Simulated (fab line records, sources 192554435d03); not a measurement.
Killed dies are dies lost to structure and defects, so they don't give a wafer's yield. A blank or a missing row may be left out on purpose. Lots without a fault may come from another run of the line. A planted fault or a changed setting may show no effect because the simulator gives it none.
fab line records | flow n5_finfet
record lots=8 wafers=24 last_day=17
route steps=1938 shown BEOL_M3@1015 BEOL_M4@1022 PASSIVATION@1936
lots that met no fault: from a run of the same line without faults
start_h: hours from the record's first day to the start of the lot's first wafer shown | wait_h: hours since the lot's step before | " the same as in the row above | L1.1+2: a row that stands for several wafers | - no value, or no start given | * or withheld: withheld | < > ~ a bound
route shown NAME@n: a module of which the file shows steps, and the number in the route of the first | usual: mean/standard deviation of fault-free wafers | same: alike in all rows | chamber/n: place in a boat | sites: the reading at each site | _std_site: their standard deviation | _edge_site: outer sites' mean less inner sites' | radius_mm: how far each site lies from the wafer's centre | mask NAME#n: copy n | behind: the tool/chamber that last shaped the wafer | hold: why the lot was held/for how many hours/how that ended | device: the transistor (n, p or np) that didn't switch | end of line: the same wafers' tests at the end of the route | a step without rows: its recipe alone | killed: dies lost to structure and defects at the first sort, not the wafer's yield | map: a wafer's dies, x killed, . not, _ none there
set.NAME: the setting as run; set.NAME@STEP: as run at that earlier step | model.NAME: the simulator's own value behind a step, which no gauge read
steps of the route over a sample of lots; a table a step, a row a wafer
services: from which hour (start_h, from the record's first day; less than 0 if before it) a tool's chamber was out of use, for how many hours, and why
## steps
# step N5_BEOL_M3_PRE_CLEAN_60
# recipe gas=NH3/H2 time_s=15 temp_c=* rf_power_w=300
# usual heater_power_w=88/28
# columns lot.wafer tool chamber start_h wait_h heater_power_w
L868.1 cvd_co-02 0 171.55 0.0 143
L868.4 " 1 " " 61
L868.6 " 0 " " 141
L869.4 cvd_co-02 1 186.55 0.1 62
L869.5 " 0 " " 138
L869.6 " 2 " " 74
L872.2 cvd_co-02 0 201.99 0.0 142
L872.4 " 0 " " 139
L872.6 " 1 " " 62
L879.3 cvd_co-01 1 252.52 0.0 101
L879.5 " 0 " " 75
L879.6 " 1 " " 105
L881.2 cvd_co-02 2 270.26 0.0 76
L881.4 " 2 " " 75
L881.6 " 0 " " 138
L886.1 cvd_co-01 0 296.31 0.0 74
L886.2 " 2 " " 70
L886.3 " 1 " " 103
L884.3 cvd_co-02 1 299.22 0.0 64
L884.5 " 0 " " 142
L884.6 " 1 " " 64
L885.1 cvd_co-02 0 301.70 0.8 139
L885.4 " 0 " " 141
L885.6 " 2 " " 75
# step N5_BEOL_M3_DEP_57
# recipe material=SiCN target_thk_a=80 temp_c=withheld precursor=3MS/NH3 pressure_torr=3 rf_w=202 time_s=14
# usual showerhead_plenum_p_Torr=3.664/0.015 throttle_valve_pct=8.9/0.42
# columns lot.wafer tool chamber start_h wait_h showerhead_plenum_p_Torr throttle_valve_pct
L868.1 pecvd-04 0 171.71 0.0 3.674 8.5
L868.4 " 1 " " 3.669 9.2
L868.6 " 0 " " 3.673 8.5
L869.4 pecvd-04 1 186.70 0.0 3.675 8.8
L869.5 " 0 " " 3.677 8.6
L869.6 " 2 " " 3.617 8.9
L872.2 pecvd-01 2 202.14 0.0 3.665 8.8
L872.4 " 0 " " 3.663 9.1
L872.6 " 1 " " 3.664 9.4
L879.3 pecvd-01 1 252.68 0.0 3.657 9.3
L879.5 " 0 " " 3.671 9.1
L879.6 " 2 " " 3.677 8.9
L881.2 pecvd-02 0 270.42 0.0 3.679 8.9
L881.4 " 1 " " 3.669 9.5
L881.6 " 0 " " 3.684 8.9
L886.1 pecvd-04 2 296.46 0.0 3.628 8.8
L886.2 " 0 " " 3.680 8.7
L886.3 " 1 " " 3.664 8.7
L884.3 pecvd-02 0 299.37 0.0 3.679 8.8
L884.5 " 1 " " 3.666 9.6
L884.6 " 2 " " 3.671 8.1
L885.1 pecvd-04 1 301.86 0.0 3.664 8.9
L885.4 " 2 " " 3.626 8.7
L885.6 " 1 " " 3.666 9.0
# step N5_BEOL_M4_THK_MEAS_01
# recipe reads=SiOC_of_BEOL_M4_ILD_DEP_00
# usual M4_ILD_THK=79.3/1.2
# columns lot.wafer tool chamber start_h wait_h M4_ILD_THK[nm]
L868.1 film_metro-01 - 171.90 0.0 79.7
L868.4 " - " " 81.2
L868.6 " - " " 81.1
L869.4 film_metro-01 - 186.88 0.0 80.6
L869.5 " - " " 80.3
L869.6 " - " " 82.0
L872.2 film_metro-02 - 202.34 0.1 79.4
L872.4 " - " " 81.6
L872.6 " - " " 78.7
L879.3 film_metro-02 - 252.88 0.1 78.8
L879.5 " - " " 80.3
L879.6 " - " " 81.3
L881.2 film_metro-02 - 270.87 0.1 78.7
L881.4 " - " " 79.4
L881.6 " - " " 81.1
L886.1 film_metro-01 - 296.66 0.0 78.4
L886.2 " - " " 78.1
L886.3 " - " " 79.0
L884.3 film_metro-01 - 299.57 0.1 76.4
L884.5 " - " " 78.8
L884.6 " - " " 78.3
L885.1 film_metro-01 - 302.06 0.0 76.8
L885.4 " - " " 78.4
L885.6 " - " " 78.4
# step N5_BEOL_M4_ETCH_64
# recipe chemistry=N2/H2 target=SOC target_depth_a=750 overetch_a=225 mask_material=SiARC temp_c=40 time_s=121.9 ion_energy_ev=200 pressure_mtorr=30 source_w=840 bias_w=150 n2_flow_sccm=200 h2_flow_sccm=200
# usual drypump_motor_current_A=5.9/0.5 oes_product_au=0.57/0.069 rf_vpp_V=523.7/2.6 showerhead_plenum_p_Torr=2.54/0.088 temp_c=40.01/0.11 throttle_valve_pct=17.79/0.24
# columns lot.wafer tool chamber start_h wait_h drypump_motor_current_A oes_product_au rf_hours_counter_h rf_vpp_V showerhead_plenum_p_Torr temp_c throttle_valve_pct
L868.1 rie_diel-04 1 173.44 0.0 6.1 0.53 227 525.3 2.62 40.09 17.62
L868.4 " 1 " " 6.1 0.53 - 525.8 2.62 39.66 17.62
L868.6 " 3 " " 6.1 0.60 - 521.5 2.45 40.13 17.62
L869.4 rie_diel-04 1 188.86 0.0 6.1 0.52 236 526.7 2.61 40.12 17.64
L869.5 " 1 " " 6.1 0.52 - 525.3 2.61 40.05 17.63
L869.6 " 2 " " 6.4 0.54 - 523.1 2.52 40.17 18.15
L872.2 rie_diel-05 1 206.49 0.0 5.0 0.54 201 523.2 2.53 39.97 17.71
L872.4 " 0 " " 5.9 0.52 245 520.6 2.41 39.89 17.82
L872.6 " 1 " " 5.0 0.54 - 523.5 2.53 39.99 17.71
L879.3 rie_diel-04 0 254.96 0.1 6.6 0.52 - 524.2 2.61 39.97 17.65
L879.5 " 2 " " 6.4 0.50 - 522.6 2.51 39.79 18.18
L879.6 " 0 " " 6.6 0.49 - 525.8 2.61 40.14 17.64
L881.2 rie_diel-04 3 272.48 0.0 6.1 0.58 153 521.7 2.44 39.99 17.68
L881.4 " 0 " " 6.6 0.48 - 526.3 2.61 39.90 17.64
L881.6 " 1 " " 6.1 0.70 - 525.7 2.61 40.06 17.28
L886.1 rie_diel-03 1 299.71 0.0 6.6 0.61 100 522.3 2.47 40.09 17.58
L886.2 " 3 " " 5.5 0.63 84 522.2 2.48 40.14 17.87
L886.3 " 0 " " 5.4 0.53 232 522.6 2.49 40.15 17.89
L884.3 rie_diel-05 0 300.39 0.0 5.8 0.70 14 528.5 2.72 39.97 17.43
L884.5 " 0 " " 5.9 0.70 - 527.1 2.72 39.98 17.41
L884.6 " 2 " " 5.9 0.69 - 528.6 2.71 39.98 17.78
L885.1 rie_diel-03 3 303.67 0.0 5.5 0.62 86 523.4 2.48 39.96 17.85
L885.4 " 2 " " 6.0 0.71 12 526.9 2.60 39.93 18.07
L885.6 " 0 " " 5.3 0.53 - 522.2 2.49 39.72 17.87
# step N5_BEOL_M4_HM_OPEN_17
# recipe chemistry=Cl2/BCl3 target_depth_a=200 overetch_a=60 target=TiN mask_material=SOC ion_energy_ev=150 pressure_mtorr=10 icp_w=1000 bias_w=126 Cl2_flow_sccm=53.25 bcl3_flow_sccm=21.75 Ar_flow_sccm=25
# usual drypump_motor_current_A=5.5/0.45 oes_ar_750_au=0.73/0.068 oes_product_au=0.63/0.052 throttle_valve_pct=22.2/0.33
# columns lot.wafer tool chamber start_h wait_h drypump_motor_current_A oes_ar_750_au oes_product_au rf_hours_counter_h throttle_valve_pct
L868.1 rie_metal-02 1 173.61 0.0 5.9 0.82 0.68 36 21.8
L868.4 " 0 " " 5.5 0.77 0.68 - 22.2
L868.6 " 1 " " 5.9 0.82 0.67 - 21.8
L869.4 rie_metal-03 1 189.06 0.1 5.8 0.65 0.55 - 22.7
L869.5 " 0 " " 4.8 0.68 0.59 - 22.1
L869.6 " 1 " " 5.9 0.65 0.55 - 22.7
L872.2 rie_metal-03 0 206.67 0.0 4.8 0.68 0.59 72 22.1
L872.4 " 0 " " 4.8 0.67 0.59 - 22.1
L872.6 " 0 " " 4.8 0.68 0.59 - 22.1
L879.3 rie_metal-03 1 255.19 0.1 5.8 0.64 0.54 - 22.7
L879.5 " 1 " " 5.8 0.63 0.50 - 22.8
L879.6 " 0 " " 4.8 0.67 0.41 - 22.5
L881.2 rie_metal-03 0 272.66 0.0 4.8 0.67 0.58 78 22.2
L881.4 " 1 " " 5.9 0.64 0.32 - 23.2
L881.6 " 1 " " 5.8 0.63 0.52 - 22.8
L886.1 rie_metal-02 0 299.88 0.0 5.5 0.74 0.64 45 22.2
L886.2 " 1 " " 6.0 0.79 0.65 48 21.9
L886.3 " 1 " " 5.9 0.80 0.65 - 21.8
L884.3 rie_metal-03 0 300.59 0.1 4.8 0.66 0.58 - 22.1
L884.5 " 0 " " 4.8 0.66 0.58 - 22.2
L884.6 " 1 " " 5.9 0.64 0.55 - 22.7
L885.1 rie_metal-02 1 303.84 0.0 5.9 0.79 0.65 49 21.8
L885.4 " 1 " " 6.0 0.79 0.65 - 21.8
L885.6 " 1 " " 5.9 0.79 0.65 - 21.9
# step N5_BEOL_M4_CD_MEAS_18
# recipe pitch_nm=36 target_cd_nm=18
# usual cd_nm=17.8/0.37
# columns lot.wafer tool chamber start_h wait_h cd_nm
L868.1 cd_sem-01 - 174.00 0.0 18.8
L868.4 " - " " 18.3
L868.6 " - " " 18.1
L869.4 cd_sem-03 - 189.30 0.1 18.5
L869.5 " - " " 18.0
L869.6 " - " " 17.0
L872.2 cd_sem-01 - 206.86 0.1 18.1
L872.4 " - " " 17.5
L872.6 " - " " 18.0
L879.3 cd_sem-01 - 255.34 0.1 17.5
L879.5 " - " " -
L879.6 " - " " -
L881.2 cd_sem-02 - 272.84 0.1 18.2
L881.4 " - " " -
L881.6 " - " " -
L886.1 cd_sem-03 - 300.13 0.0 17.8
L886.2 " - " " 18.5
L886.3 " - " " 17.3
L884.3 cd_sem-03 - 300.75 0.1 18.4
L884.5 " - " " 17.9
L884.6 " - " " 18.4
L885.1 cd_sem-02 - 304.15 0.0 17.8
L885.4 " - " " 18.2
L885.6 " - " " 17.3
# step N5_BEOL_M4_OCD_MEAS_38
# usual trench_depth_nm=55.3/1.2
# columns lot.wafer tool chamber start_h wait_h trench_depth_nm
L868.1 ocd-01 - 187.93 - 56.8
L868.4 " - " " 57.1
L868.6 " - " " 56.5
L869.4 ocd-01 - 191.30 - 54.7
L869.5 " - " " 54.7
L869.6 " - " " 55.1
L872.2 ocd-01 - 209.05 - 55.7
L872.4 " - " " 54.9
L872.6 " - " " 55.6
L879.3 ocd-02 - 275.02 - 53.4
L879.5 " - " " 0.3
L879.6 " - " " -
L881.2 ocd-01 - 278.22 - 56.8
L881.4 " - " " -
L881.6 " - " " 0.5
L886.1 ocd-02 - 303.85 - 54.0
L886.2 " - " " 54.2
L886.3 " - " " 56.5
L884.3 ocd-01 - 307.55 - 56.5
L884.5 " - " " 56.0
L884.6 " - " " 53.6
L885.1 ocd-01 - 307.82 - 55.9
L885.4 " - " " 57.0
L885.6 " - " " 54.8
# step N5_BEOL_M4_RC_MEAS_101
# usual DIBL_N=36.6/1.7 DIBL_P=36.7/2 IOFF_N=0.16/0.033 IOFF_P=0.22/0.04 ION_N=673/12 ION_P=463/7.9 SS_N=71.7/0.58 SS_P=73.3/0.64 VT_N=249/3.3 VT_P=-249/3.1
# columns lot.wafer tool chamber start_h wait_h DIBL_N[mV/V] DIBL_P[mV/V] IOFF_N[nA/um] IOFF_P[nA/um] ION_N[uA/um] ION_P[uA/um] SS_N[mV/dec] SS_P[mV/dec] VT_N[mV] VT_P[mV]
L868.1 prober-01 0 191.88 0.0 35.6 35.5 0.15 0.20 684 469 71.3 73.0 249 -251
L868.4 " 0 " " 34.0 33.0 0.11 0.17 660 462 70.4 72.5 253 -252
L868.6 " 0 " " 37.5 38.0 0.18 0.24 686 470 71.9 73.6 245 -247
L869.4 prober-02 0 195.83 0.5 35.9 36.8 0.18 0.22 673 455 71.8 72.9 247 -251
L869.5 " 0 " " 35.9 37.5 0.19 0.24 684 461 72.5 73.3 244 -250
L869.6 " 0 " " 36.2 36.7 0.20 0.24 679 458 72.3 73.2 246 -250
L872.2 prober-01 0 213.94 0.2 35.5 37.7 0.17 0.23 672 464 71.2 73.7 247 -251
L872.4 " 0 " " 36.9 39.4 0.21 0.26 680 467 71.8 74.4 240 -249
L872.6 " 0 " " 35.2 37.0 0.16 0.21 663 460 72.0 73.6 249 -250
L879.3 prober-01 0 279.06 0.3 38.5 39.1 0.21 0.25 695 472 71.6 73.3 244 -249
L881.2 prober-02 0 282.33 0.2 34.3 35.1 0.12 0.18 663 460 70.5 72.7 253 -251
L886.1 prober-01 0 308.11 0.0 35.2 34.2 0.14 0.21 664 461 71.9 72.5 250 -246
L886.2 " 0 " " 35.2 34.8 0.14 0.22 677 471 72.0 72.5 251 -248
L886.3 " 0 " " 35.2 34.8 0.14 0.22 667 464 71.6 72.4 250 -246
L884.3 prober-02 0 311.96 0.3 38.8 39.4 0.23 0.33 705 492 72.3 74.1 243 -241
L884.5 " 0 " " 39.8 39.9 0.24 0.33 710 487 71.7 73.6 243 -240
L884.6 " 0 " " 38.0 37.9 0.19 0.29 676 473 71.3 73.4 247 -245
L885.1 prober-02 0 313.96 0.0 36.0 37.2 0.16 0.20 664 458 71.9 73.5 247 -250
L885.4 " 0 " " 36.1 37.1 0.16 0.21 664 455 71.8 73.3 251 -250
L885.6 " 0 " " 35.2 37.1 0.15 0.21 675 465 71.7 73.1 250 -249
# step N5_PASSIVATION_PROBE_49
# usual defect_limited_yield=91.1/1.4 killed_at_M0_to_M3=34/11 killed_at_M4_up=14/5.7 killed_at_contacts=14/6.9 killed_at_front_end=40/11 killed_at_other=4/3.1 killed_dies=105/17 killed_on_rim=14/4.1 killed_open=70/13 killed_short=34/7.6 sort_bin_5_function=5.3/0.95 sort_bin_6_memory=3.3/0.64 sort_n_pass=1075/17 sort_yield_pct=91.1/1.4
# same gross_dies=1180 killed_at_back_side=0 sort_bin_4_leakage[%]=0 sort_bin_8_speed[%]=0
# columns lot.wafer tool chamber start_h wait_h defect_limited_yield[%] killed_at_M0_to_M3 killed_at_M4_up killed_at_contacts killed_at_front_end killed_at_other killed_dies killed_on_rim killed_open killed_short sort_bin_5_function[%] sort_bin_6_memory[%] sort_n_pass sort_yield_pct[%]
L869.4 prober-01 - 309.19 0.2 90.4 34 11 12 52 4 113 17 73 40 5.0 4.4 1067 90.4
L869.5 prober-01 - 309.24 0.2 91.2 37 7 10 46 4 104 10 75 29 5.8 2.9 1076 91.2
L869.6 prober-01 - 309.29 0.3 90.7 30 9 6 63 2 110 19 70 39 5.1 3.9 1070 90.7
L868.1 prober-01 - 310.99 0.0 93.7 19 11 17 16 11 74 10 52 22 4.0 2.1 1106 93.7
L868.4 prober-01 - 311.14 0.2 91.5 36 13 11 36 4 100 16 65 35 5.5 2.7 1080 91.5
L868.6 prober-01 - 311.24 0.3 92.2 36 15 11 26 4 92 14 59 33 5.8 1.9 1088 92.2
L872.2 prober-02 - 331.62 0.1 87.6 44 17 35 44 6 146 20 118 27 7.5 4.5 1034 87.6
L872.4 prober-02 - 331.72 0.2 90.0 33 13 29 40 3 118 18 74 43 6.3 3.6 1062 90.0
L872.6 prober-02 - 331.82 0.3 90.6 37 13 11 42 8 111 16 85 26 6.2 3.2 1069 90.6
L879.3 prober-01 - 374.86 0.1 89.6 64 17 14 28 0 123 21 86 36 6.1 3.8 1057 89.6
L879.5 prober-01 - 374.96 0.2 0.1 26 1123 10 19 1 1179 152 59 20 96.6 3.0 1 0.1
L879.6 prober-01 - 375.01 0.3 0 53 1055 13 56 3 1180 152 102 39 95.3 4.4 0 0
L881.2 prober-02 - 378.90 0.1 89.9 46 18 15 39 1 119 19 87 31 5.4 4.5 1061 89.9
L881.4 prober-02 - 379.00 0.2 0 32 1106 14 28 0 1180 152 74 28 96.5 3.2 0 0
L881.6 prober-02 - 379.10 0.3 0.8 27 1084 27 29 3 1170 150 75 33 94.8 3.9 10 0.8
L886.1 prober-02 - 410.95 0.0 92.2 28 15 13 36 0 92 10 61 29 4.5 3.0 1088 92.2
L886.2 prober-02 - 411.00 0.1 89.9 38 24 21 35 1 119 24 78 38 5.7 3.8 1061 89.9
L886.3 prober-02 - 411.05 0.1 89.5 33 10 14 66 1 124 17 85 38 5.8 4.4 1056 89.5
L884.3 prober-01 - 411.07 0.1 92.0 29 7 15 38 5 94 11 58 34 5.2 2.7 1086 92.0
L884.5 prober-01 - 411.17 0.2 90.8 32 5 19 47 5 108 13 72 35 6.0 2.8 1072 90.8
L884.6 prober-01 - 411.22 0.3 88.9 34 9 36 45 7 131 20 100 31 6.6 4.1 1049 88.9
L885.1 prober-01 - 413.92 0.0 91.4 27 21 12 42 0 102 19 70 31 5.0 3.4 1078 91.4
L885.4 prober-01 - 414.07 0.2 90.9 37 8 21 38 3 107 12 75 32 5.0 3.8 1073 90.9
L885.6 prober-01 - 414.17 0.3 92.6 44 9 19 14 1 87 13 58 29 4.0 3.1 1093 92.6
# killed by level:class
L869.4 FIN_SAQP:geometric_particle:open=15 FIN_SAQP:geometric_particle:short=12 BEOL_M0_SAQP:geometric_particle:open=10 MOL_CONTACT_COAG:geometric_particle:open=9 BEOL_M0_SAQP:geometric_particle:short=8 DUMMY_GATE:geometric_particle:open=6 BEOL_M0:geometric_particle:open=6 DUMMY_GATE:geometric_particle:short=4
L869.5 FIN_SAQP:geometric_particle:open=11 FIN_SAQP:geometric_particle:short=9 MOL_CONTACT_COAG:geometric_particle:open=8 BEOL_M3:geometric_particle:open=7 BEOL_M0:geometric_particle:open=7 DUMMY_GATE:geometric_particle:open=6 BEOL_M0_SAQP:geometric_particle:short=6 BEOL_M2:geometric_particle:open=6
L869.6 STI_FIN_REVEAL:geometric_particle:open=15 FIN_SAQP:geometric_particle:open=12 FIN_SAQP:geometric_particle:short=11 BEOL_M2:geometric_particle:open=8 BEOL_M3:geometric_particle:open=6 DUMMY_GATE:geometric_particle:short=5 BEOL_M0_SAQP:geometric_particle:open=5 GATE_CUT:geometric_particle:short=4
L868.1 MOL_CONTACT_COAG:geometric_particle:open=13 BEOL_M3:geometric_particle:open=10 MIM_BOT:geometric_particle:short=6 DUMMY_GATE:geometric_particle:open=4 MOL_CONTACT_COAG:geometric_particle:short=4 STARTING-WAFER:geometric_particle:short=4 BEOL_M0_SAQP:geometric_particle:open=3 BEOL_M2:geometric_particle:open=3
L868.4 BEOL_M0_SAQP:geometric_particle:short=12 BEOL_M3:geometric_particle:open=11 FIN_SAQP:geometric_particle:open=9 MOL_CONTACT_COAG:geometric_particle:open=9 BEOL_M0_SAQP:geometric_particle:open=5 BEOL_M4:geometric_particle:open=4 FIN_SAQP:geometric_particle:short=4 GATE_CUT:geometric_particle:short=4
L868.6 BEOL_M0_SAQP:geometric_particle:open=9 BEOL_M3:geometric_particle:open=9 BEOL_M0_SAQP:geometric_particle:short=7 BEOL_M4:geometric_particle:open=7 MOL_CONTACT_COAG:geometric_particle:open=6 GATE_CUT:geometric_particle:short=5 MOL_CONTACT_COAG:geometric_particle:short=5 BEOL_M2:geometric_particle:open=4
L872.2 MOL_CONTACT_COAG:geometric_particle:open=31 FIN_SAQP:geometric_particle:open=15 BEOL_M1:geometric_particle:open=14 BEOL_M4:geometric_particle:open=10 BEOL_M2:geometric_particle:open=9 BEOL_M3:geometric_particle:open=7 FIN_SAQP:geometric_particle:short=6 DUMMY_GATE:geometric_particle:open=6
L872.4 MOL_CONTACT_COAG:geometric_particle:open=22 BEOL_M2:geometric_particle:open=13 FIN_SAQP:geometric_particle:open=8 MOL_CONTACT_COAG:geometric_particle:short=7 FIN_SAQP:geometric_particle:short=6 DUMMY_GATE:geometric_particle:open=6 BEOL_M0_SAQP:geometric_particle:short=5 BEOL_M4:geometric_particle:open=4
L872.6 BEOL_M2:geometric_particle:open=16 BEOL_M1:geometric_particle:open=11 STI_FIN_REVEAL:geometric_particle:open=9 MOL_CONTACT_COAG:geometric_particle:open=9 DUMMY_GATE:geometric_particle:open=6 FIN_SAQP:geometric_particle:open=5 STI_FIN_REVEAL:geometric_particle:short=5 BEOL_M4:geometric_particle:open=5
L879.3 BEOL_M3:geometric_particle:open=19 BEOL_M1:geometric_particle:open=12 MOL_CONTACT_COAG:geometric_particle:open=11 BEOL_M0_SAQP:geometric_particle:open=8 BEOL_M2:geometric_particle:open=8 BEOL_M4:geometric_particle:open=8 BEOL_M0_SAQP:geometric_particle:short=6 FIN_SAQP:geometric_particle:open=4
L879.5 BEOL_M4:area_etch=1099 BEOL_M4:geometric_particle:open=18 MOL_CONTACT_COAG:geometric_particle:open=10 BEOL_M0_SAQP:geometric_particle:short=6 BEOL_M3:geometric_particle:open=6 BEOL_M1:geometric_particle:open=5 FIN_SAQP:geometric_particle:open=4 ILD0:geometric_particle:short=4
L879.6 BEOL_M4:area_etch=1039 BEOL_M0_SAQP:geometric_particle:open=17 STI_FIN_REVEAL:geometric_particle:open=16 FIN_SAQP:geometric_particle:open=15 BEOL_M0_SAQP:geometric_particle:short=12 MOL_CONTACT_COAG:geometric_particle:open=11 BEOL_M3:geometric_particle:open=8 BEOL_M1:geometric_particle:open=8
L881.2 BEOL_M3:geometric_particle:open=17 MOL_CONTACT_COAG:geometric_particle:open=14 FIN_SAQP:geometric_particle:open=9 BEOL_M0_SAQP:geometric_particle:short=9 BEOL_M4:geometric_particle:open=9 DUMMY_GATE:geometric_particle:open=8 BEOL_M2:geometric_particle:open=6 GATE_CUT:geometric_particle:short=4
L881.4 BEOL_M4:area_etch=1078 BEOL_M4:geometric_particle:open=14 BEOL_M3:geometric_particle:open=13 MOL_CONTACT_COAG:geometric_particle:open=10 STI_FIN_REVEAL:geometric_particle:open=9 BEOL_M0:geometric_particle:open=6 BEOL_M4:geometric_particle:short=6 MOL_CONTACT_COAG:geometric_particle:short=4
L881.6 BEOL_M4:area_etch=1059 MOL_CONTACT_COAG:geometric_particle:open=21 BEOL_M4:geometric_particle:open=10 BEOL_M0_SAQP:geometric_particle:short=9 BEOL_M0_SAQP:geometric_particle:open=9 STI_FIN_REVEAL:geometric_particle:open=8 FIN_SAQP:geometric_particle:open=6 MOL_CONTACT_COAG:geometric_particle:short=6
L886.1 MOL_CONTACT_COAG:geometric_particle:open=11 FIN_SAQP:geometric_particle:open=9 BEOL_M1:geometric_particle:open=9 BEOL_M4:geometric_particle:open=6 FIN_SAQP:geometric_particle:short=5 GATE_CUT:geometric_particle:short=5 STI_FIN_REVEAL:geometric_particle:open=4 DUMMY_GATE:geometric_particle:open=4
L886.2 MOL_CONTACT_COAG:geometric_particle:open=14 BEOL_M0_SAQP:geometric_particle:open=11 BEOL_M4:geometric_particle:open=11 FIN_SAQP:geometric_particle:short=9 FIN_SAQP:geometric_particle:open=8 BEOL_M0_SAQP:geometric_particle:short=8 MOL_CONTACT_COAG:geometric_particle:short=7 BEOL_M3:geometric_particle:open=7
L886.3 STI_FIN_REVEAL:geometric_particle:open=27 MOL_CONTACT_COAG:geometric_particle:open=13 FIN_SAQP:geometric_particle:short=11 FIN_SAQP:geometric_particle:open=9 STI_FIN_REVEAL:geometric_particle:short=9 BEOL_M2:geometric_particle:open=7 BEOL_M3:geometric_particle:open=6 BEOL_M0_SAQP:geometric_particle:open=4
L884.3 MOL_CONTACT_COAG:geometric_particle:open=13 BEOL_M0_SAQP:geometric_particle:short=10 BEOL_M0_SAQP:geometric_particle:open=9 GATE_CUT:geometric_particle:short=8 STI_FIN_REVEAL:geometric_particle:open=8 STARTING-WAFER:geometric_particle:open=5 DUMMY_GATE:geometric_particle:open=4 BEOL_M2:geometric_particle:open=4
L884.5 MOL_CONTACT_COAG:geometric_particle:open=17 STI_FIN_REVEAL:geometric_particle:open=15 BEOL_M0_SAQP:geometric_particle:short=10 BEOL_M0_SAQP:geometric_particle:open=8 STI_FIN_REVEAL:geometric_particle:short=6 GATE_CUT:geometric_particle:short=6 FIN_SAQP:geometric_particle:open=5 BEOL_M3:geometric_particle:open=5
L884.6 MOL_CONTACT_COAG:geometric_particle:open=33 BEOL_M1:geometric_particle:open=14 STI_FIN_REVEAL:geometric_particle:open=12 FIN_SAQP:geometric_particle:open=10 BEOL_M0_SAQP:geometric_particle:open=8 BEOL_M0_SAQP:geometric_particle:short=6 FIN_SAQP:geometric_particle:short=4 GATE_CUT:geometric_particle:short=4
L885.1 MOL_CONTACT_COAG:geometric_particle:open=11 STI_FIN_REVEAL:geometric_particle:open=10 GATE_CUT:geometric_particle:short=8 BEOL_M4:geometric_particle:open=6 BEOL_M0_SAQP:geometric_particle:open=6 FIN_SAQP:geometric_particle:open=5 BEOL_M0_SAQP:geometric_particle:short=5 BEOL_M4:geometric_particle:short=5
L885.4 MOL_CONTACT_COAG:geometric_particle:open=17 BEOL_M2:geometric_particle:open=10 STI_FIN_REVEAL:geometric_particle:open=7 BEOL_M0_SAQP:geometric_particle:short=7 FIN_SAQP:geometric_particle:open=6 BEOL_M0_SAQP:geometric_particle:open=6 BEOL_M1:geometric_particle:open=6 GATE_CUT:geometric_particle:short=5
L885.6 MOL_CONTACT_COAG:geometric_particle:open=13 BEOL_M2:geometric_particle:open=12 BEOL_M0_SAQP:geometric_particle:open=9 BEOL_M0_SAQP:geometric_particle:short=9 MOL_CONTACT_COAG:geometric_particle:short=6 BEOL_M4:geometric_particle:open=5 FIN_SAQP:geometric_particle:open=3 BEOL_M0:geometric_particle:open=3
## services
# columns tool chamber start_h hours kind
cvd_co-01 - 153.44 0.8 repair
cvd_co-01 - 169.30 0.6 repair
rie_metal-03 0 169.80 2.5 repair
rie_diel-05 - 172.74 15.6 pm
cvd_co-02 - 208.14 2.8 pm
pecvd-04 - 217.39 1.0 repair
rie_diel-04 - 223.43 2.3 repair
rie_diel-04 1 231.41 - clean
rie_diel-04 1 231.41 - consumable_replace:focus_ring
rie_diel-04 1 231.41 34.0 scheduled_down
rie_diel-04 1 231.41 34.0 vent_cycle
cvd_co-02 - 236.69 1.0 repair
rie_diel-03 1 242.80 8.4 repair
pecvd-01 - 245.54 0.4 repair
rie_metal-02 1 247.55 14.2 repair
rie_diel-04 3 254.77 12.9 repair
pecvd-02 2 257.54 8.1 repair
pecvd-02 - 258.78 6.9 repair
rie_diel-04 2 268.27 - clean
rie_diel-04 2 268.27 - consumable_replace:focus_ring
rie_diel-04 2 268.27 18.8 scheduled_down
rie_diel-04 2 268.27 18.8 vent_cycle
pecvd-02 - 276.17 1.1 repair
cvd_co-01 - 297.40 6.9 pm
## key
first_sign step=N5_BEOL_M4_HM_OPEN_17 reading=oes_product_au direction=down sigmas=3.6 usual=0.63 struck=0.44 wafers_moved=2
effect step=N5_BEOL_M4_CD_MEAS_18 reading=cd_nm direction=missing
effect step=N5_BEOL_M4_OCD_MEAS_38 reading=trench_depth_nm direction=missing
effect step=N5_PASSIVATION_PROBE_49 reading=killed_at_M4_up direction=up sigmas=99+ usual=14 struck=1092
more_kills_born_at N5_BEOL_M4_ETCH_64@rie_diel-04=4275
met_at N5_BEOL_M4_ETCH_64
struck_lots L879,L881
struck_wafers L879.5,L879.6,L881.4,L881.6
later_rows_left_out L879.5,L879.6,L881.4,L881.6
not_acting_at N5_BEOL_M3_PRE_CLEAN_60,N5_BEOL_M3_DEP_57,N5_BEOL_M4_THK_MEAS_01
onset_between 188.86 254.96
fault kind=process_parameter_drift tool=rie_diel-04 chamber=- onset_h=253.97 steps=N5_BEOL_M4_ETCH_64 channel=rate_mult offset=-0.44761 shape=step end_h=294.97 scope=struck_wafers_only
# later_rows_left_out: the simulator's readings of these wafers behind a module that went badly wrong aren't trusted and aren't shown, but for the sort
